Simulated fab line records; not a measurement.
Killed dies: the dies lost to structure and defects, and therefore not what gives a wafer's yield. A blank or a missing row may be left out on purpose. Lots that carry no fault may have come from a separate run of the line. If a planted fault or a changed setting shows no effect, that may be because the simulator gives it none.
The tool behind it: which one? + flow n5 finfet + 9 lots with 24 wafers sampled at 8 steps, on a route of 1938 steps

== WHAT THE GAUGES SHOWED, per wafer ==
N5_GATE_CUT_INSPECT_26: inspects for defects (darkfield).
| lot  | measured     | on                | raw defect count |
|------|--------------|-------------------|------------------|
| L585 | day 5 10:24  | defect inspect-01 | 48 70 71         |
| L587 | day 5 22:48  | defect inspect-02 | 88 49 58         |
| L588 | day 6 06:19  | defect inspect-02 | 56 25 28         |
| L592 | day 7 07:09  | defect inspect-01 | 27 25 30         |
| L595 | day 7 20:38  | defect inspect-02 | 36 29 55         |
| L598 | day 8 17:12  | defect inspect-01 | 44 53            |
| L601 | day 9 11:45  | defect inspect-02 | 27 24            |
| L603 | day 10 02:32 | defect inspect-02 | 48 45            |
| L605 | day 10 15:04 | defect inspect-01 | 24 48 36         |

N5_MOL_CONTACT_COAG_CD_MEAS_99: target cd 17.2 nm.
| lot  | measured     | on        | cd nm (nm)     |
|------|--------------|-----------|----------------|
| L585 | day 5 11:20  | cd sem-01 | 17.6 16.7 17.0 |
| L587 | day 5 23:37  | cd sem-01 | 17.6 17.1 17.3 |
| L588 | day 6 07:22  | cd sem-03 | 17.9 17.3 17.6 |
| L592 | day 7 07:58  | cd sem-02 | 17.4 17.2 17.2 |
| L595 | day 7 21:30  | cd sem-03 | 17.2 17.4 17.5 |
| L598 | day 8 18:01  | cd sem-02 | - 17.8         |
| L601 | day 9 12:41  | cd sem-03 | - 17.8         |
| L603 | day 10 03:34 | cd sem-01 | - 17.0         |
| L605 | day 10 16:51 | cd sem-01 | 17.2 17.1 17.8 |

N5_MOL_CONTACT_COAG_CD_MEAS_40: target cd 25.1 nm.
| lot  | measured     | on        | cd nm (nm)        |
|------|--------------|-----------|-------------------|
| L585 | day 6 01:51  | cd sem-01 | 25.49 25.41 25.23 |
| L587 | day 6 09:12  | cd sem-03 | 25.04 25.23 25.09 |
| L588 | day 6 18:29  | cd sem-02 | 25.46 24.93 25.02 |
| L592 | day 7 21:44  | cd sem-03 | 24.99 24.99 25.04 |
| L595 | day 8 06:57  | cd sem-03 | 24.88 25.23 25.47 |
| L598 | day 9 04:26  | cd sem-01 | - 25.16           |
| L601 | day 10 02:14 | cd sem-03 | - 25.32           |
| L603 | day 10 17:04 | cd sem-02 | - 25.28           |
| L605 | day 11 05:11 | cd sem-03 | 25.10 25.16 25.09 |

N5_BEOL_M4_RC_MEAS_101.
| lot  | measured     | on        | DIBL_N (mV/V)  | DIBL_P (mV/V)  | IOFF_N (nA/um)    | IOFF_P (nA/um)    | ION_N (uA/um) | ION_P (uA/um) | SS_N (mV/dec)  | SS_P (mV/dec)  | VT_N (mV)         | VT_P (mV)            |
|------|--------------|-----------|----------------|----------------|-------------------|-------------------|---------------|---------------|----------------|----------------|-------------------|----------------------|
| L585 | day 11 01:32 | prober-02 | 37.0 35.5 38.0 | 37.7 36.1 38.8 | 0.184 0.155 0.207 | 0.238 0.216 0.269 | 672 674 686   | 458 463 467   | 71.2 70.7 72.1 | 73.6 73.3 73.7 | 248.2 249.1 248.1 | -247.7 -250.2 -247.6 |
| L587 | day 11 06:17 | prober-02 | 37.3 37.2 36.7 | 36.6 37.1 36.6 | 0.157 0.161 0.153 | 0.214 0.222 0.214 | 664 674 676   | 461 467 463   | 72.2 71.4 71.5 | 73.2 73.3 73.2 | 249.4 248.5 248.4 | -245.2 -248.9 -249.7 |
| L588 | day 11 06:32 | prober-01 | 35.2 36.3 35.7 | 35.3 36.9 36.8 | 0.126 0.146 0.137 | 0.174 0.195 0.201 | 666 674 667   | 451 460 464   | 71.1 72.0 71.2 | 72.8 73.3 73.7 | 252.4 251.7 254.8 | -251.1 -251.5 -249.2 |
| L592 | day 12 13:40 | prober-02 | 37.0 36.9 37.1 | 35.8 34.5 35.2 | 0.146 0.152 0.149 | 0.185 0.175 0.183 | 669 663 657   | 450 448 453   | 71.9 72.6 72.6 | 73.0 73.0 73.0 | 253.8 252.3 251.9 | -253.3 -252.4 -252.8 |
| L595 | day 12 20:46 | prober-02 | 33.5 35.2 34.5 | 33.7 35.4 34.5 | 0.108 0.131 0.119 | 0.159 0.183 0.166 | 654 670 658   | 454 462 451   | 71.1 71.8 70.7 | 73.4 73.5 72.6 | 256.5 252.5 253.0 | -254.7 -251.4 -255.3 |
| L598 | day 14 21:06 | prober-02 | 34.3           | 33.9           | 0.130             | 0.185             | 673           | 470           | 70.8           | 72.9           | 253.4             | -250.6               |
| L601 | day 13 15:26 | prober-01 | 34.8           | 36.1           | 0.152             | 0.213             | 665           | 465           | 71.1           | 72.9           | 250.1             | -251.6               |
| L603 | day 15 04:35 | prober-02 | 36.2           | 35.8           | 0.145             | 0.202             | 665           | 456           | 71.6           | 72.9           | 247.4             | -251.8               |
| L605 | day 16 00:40 | prober-02 | 37.5 36.5 36.1 | 35.7 34.1 34.7 | 0.171 0.145 0.144 | 0.244 0.216 0.222 | 680 664 673   | 473 461 470   | 71.2 71.5 71.0 | 74.4 74.0 73.2 | 247.1 249.7 249.8 | -247.2 -248.4 -246.4 |

== WHICH TOOL RAN EACH LOT (tool, then ch and the chambers of the sampled wafers, then the start) ==
| lot  | N5_GATE_CUT_CMP_23           | N5_MOL_CONTACT_COAG_CONTACT_ETCH_14 | N5_MOL_CONTACT_COAG_ETCH_15        | N5_MOL_CONTACT_COAG_PRE_CLEAN_141 |
|------|------------------------------|-------------------------------------|------------------------------------|-----------------------------------|
| L585 | cmp-01 ch 1,2, day 5 09:21   | rie diel-03 ch 0,1,3, day 5 11:08   | rie diel-03 ch 0,1,3, day 5 11:10  | pvd sputter-02, day 5 15:37       |
| L587 | cmp-03 ch 0,2, day 5 21:46   | rie diel-05 ch 1,2,3, day 5 23:24   | rie diel-05 ch 1,2,3, day 5 23:26  | pvd sputter-02, day 6 01:51       |
| L588 | cmp-01 ch 0,2,3, day 6 05:11 | rie diel-05 ch 2,3, day 6 07:09     | rie diel-05 ch 2,3, day 6 07:11    | pvd sputter-03, day 6 09:37       |
| L592 | cmp-02 ch 1,2,3, day 7 06:09 | rie diel-06 ch 0,1,2, day 7 07:45   | rie diel-06 ch 0,1,2, day 7 07:47  | pvd sputter-01, day 7 12:10       |
| L595 | cmp-01 ch 0,1, day 7 19:35   | rie diel-05 ch 0,2,3, day 7 21:17   | rie diel-05 ch 0,2,3, day 7 21:19  | pvd sputter-02, day 7 23:17       |
| L598 | cmp-02 ch 0,3, day 8 16:10   | rie diel-05 ch 0,1, day 8 17:48     | rie diel-05 ch 0,1, day 8 17:50    | pvd sputter-03, day 8 20:04       |
| L601 | cmp-01 ch 0,1, day 9 10:45   | rie diel-05 ch 0,2, day 9 12:28     | rie diel-05 ch 0,2, day 9 12:31    | pvd sputter-02, day 9 17:29       |
| L603 | cmp-02 ch 1,3, day 10 01:36  | rie diel-05 ch 0,2, day 10 03:20    | rie diel-05 ch 0,2, day 10 03:23   | pvd sputter-01, day 10 06:56      |
| L605 | cmp-02 ch 1,2, day 10 14:01  | rie diel-06 ch 1,2,3, day 10 16:38  | rie diel-06 ch 1,2,3, day 10 16:40 | pvd sputter-02, day 10 19:04      |
- N5_GATE_CUT_CMP_23: polishes, stops on SiO2, t overpolish 23.4 s, target thk 16 nm.
- N5_MOL_CONTACT_COAG_CONTACT_ETCH_14: etches SiO2 in C4F6/O2, target depth 27.5 nm, overetch 8.5 nm, time 20 s.
- N5_MOL_CONTACT_COAG_ETCH_15: etches SiNx in CH3F/O2, stops on Si:P, target depth 7 nm.
- N5_MOL_CONTACT_COAG_PRE_CLEAN_141: time 60 s.

== WHAT THE TOOLS THEMSELVES READ (means of the sampled wafers that have a number; where no wafer has one, the mark that the record gives instead) ==
N5_GATE_CUT_CMP_23.
| lot  | tool   | motor current A (A) | overpolish run s (s) | time to endpoint s (s) |
|------|--------|---------------------|----------------------|------------------------|
| L585 | cmp-01 | 9.9                 | 23.405               | 19.9                   |
| L587 | cmp-03 | 10.2                | 23.398               | 18.5                   |
| L588 | cmp-01 | 9.8                 | 23.404               | 17.0                   |
| L592 | cmp-02 | 8.6                 | 23.398               | 18.8                   |
| L595 | cmp-01 | 9.3                 | 23.397               | 21.2                   |
| L598 | cmp-02 | 8.6                 | 23.404               | 20.8                   |
| L601 | cmp-01 | 9.5                 | 23.397               | 20.9                   |
| L603 | cmp-02 | 8.6                 | 23.413               | 19.2                   |
| L605 | cmp-02 | 8.7                 | 23.401               | 23.5                   |

N5_MOL_CONTACT_COAG_CONTACT_ETCH_14.
| lot  | tool        | drypump motor current A (A) | oes product au (a.u.) | rf vpp V (V) | run length s (s) | showerhead plenum p Torr (Torr) | throttle valve pct (%) |
|------|-------------|-----------------------------|-----------------------|--------------|------------------|---------------------------------|------------------------|
| L585 | rie diel-03 | 5.5                         | 0.63                  | 691.5        | 42.9             | 2.82                            | 21.41                  |
| L587 | rie diel-05 | 6.1                         | 0.62                  | 691.1        | 43.4             | 2.83                            | 21.50                  |
| L588 | rie diel-05 | 5.7                         | 0.62                  | 691.7        | 43.3             | 2.86                            | 21.59                  |
| L592 | rie diel-06 | 5.7                         | 0.65                  | 690.9        | 43.2             | 2.84                            | 21.35                  |
| L595 | rie diel-05 | 6.0                         | 0.68                  | 691.9        | 43.1             | 2.85                            | 21.29                  |
| L598 | rie diel-05 | 6.5                         | 0.77                  | 689.4        | 39.2             | 2.79                            | 21.13                  |
| L601 | rie diel-05 | 6.4                         | 0.76                  | 691.1        | 39.2             | 2.84                            | 21.10                  |
| L603 | rie diel-05 | 6.3                         | 0.76                  | 692.3        | 39.3             | 2.83                            | 21.12                  |
| L605 | rie diel-06 | 5.4                         | 0.72                  | 691.2        | 42.9             | 2.83                            | 21.37                  |

N5_MOL_CONTACT_COAG_ETCH_15.
| lot  | tool        | drypump motor current A (A) | oes product au (a.u.) | rf vpp V (V) | showerhead plenum p Torr (Torr) | throttle valve pct (%) |
|------|-------------|-----------------------------|-----------------------|--------------|---------------------------------|------------------------|
| L585 | rie diel-03 | 5.5                         | 0.54                  | 294.9        | 1.96                            | 16.50                  |
| L587 | rie diel-05 | 6.1                         | 0.54                  | 291.8        | 1.96                            | 16.56                  |
| L588 | rie diel-05 | 5.7                         | 0.53                  | 293.7        | 1.99                            | 16.64                  |
| L592 | rie diel-06 | 5.7                         | 0.56                  | 296.1        | 1.97                            | 16.42                  |
| L595 | rie diel-05 | 6.0                         | 0.59                  | 294.6        | 1.98                            | 16.34                  |
| L598 | rie diel-05 | 6.5                         | 0.43                  | 293.4        | 1.93                            | 16.17                  |
| L601 | rie diel-05 | 6.3                         | 0.47                  | 295.5        | 1.97                            | 16.12                  |
| L603 | rie diel-05 | 6.3                         | 0.44                  | 294.9        | 1.97                            | 16.13                  |
| L605 | rie diel-06 | 5.4                         | 0.62                  | 296.0        | 1.97                            | 16.39                  |

N5_MOL_CONTACT_COAG_PRE_CLEAN_141.
| lot  | tool           | heater power w (W) |
|------|----------------|--------------------|
| L585 | pvd sputter-02 | 437                |
| L587 | pvd sputter-02 | 432                |
| L588 | pvd sputter-03 | 485                |
| L592 | pvd sputter-01 | 508                |
| L595 | pvd sputter-02 | 437                |
| L598 | pvd sputter-03 | 431                |
| L601 | pvd sputter-02 | 402                |
| L603 | pvd sputter-01 | 548                |
| L605 | pvd sputter-02 | 444                |

== THE ANSWER, worked out from the rows above alone ==
Rule: the usual values come from the lots themselves. The widest of any qualifying gaps counts: lots, ordered by their means at a reading, are off when they make up no more than a third of the lots, leave a main group of 4 or more, and stand apart from it by 3 or more times the standard deviation of that group's means. Not used: any main group whose means are identical at the precision the tables above print for the reading. Also off: a lot with no number at a reading for which 4 or more lots have one. The other lots that the step has rows for count as sound. After the gauges, taken in route order, come the tools' own readings; for these a lot's mean is taken, as printed above. At the first step where some lot is off, the reading lying furthest off is the one used; lots without a number count as furthest.
Off, at N5_MOL_CONTACT_COAG_CONTACT_ETCH_14 on run length s: L598, L601, L603. For the main group the mean is 43.1 s and the standard deviation 0.19.
A tool fits if, at that step or a process step before it, it ran every lot that is off, and no sound lot after the first of them. One fits: rie diel-05 at N5_MOL_CONTACT_COAG_CONTACT_ETCH_14. A fault onset in the window from L595 (day 7 21:17, its last sound lot) to L598 (day 8 17:48, its first lot off) fits.
The tool's own readings at N5_MOL_CONTACT_COAG_CONTACT_ETCH_14 bear it out: on the lots that are off they differ by more than 5 times the standard deviation of the sound lots' means. run length s reads 39.2 s there against 43.1 s on the sound lots.

== WHAT THE SIMULATOR HAD PUT IN ==
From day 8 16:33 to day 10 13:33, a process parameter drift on rie diel-05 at N5_MOL_CONTACT_COAG_CONTACT_ETCH_14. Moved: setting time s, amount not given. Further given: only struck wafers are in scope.
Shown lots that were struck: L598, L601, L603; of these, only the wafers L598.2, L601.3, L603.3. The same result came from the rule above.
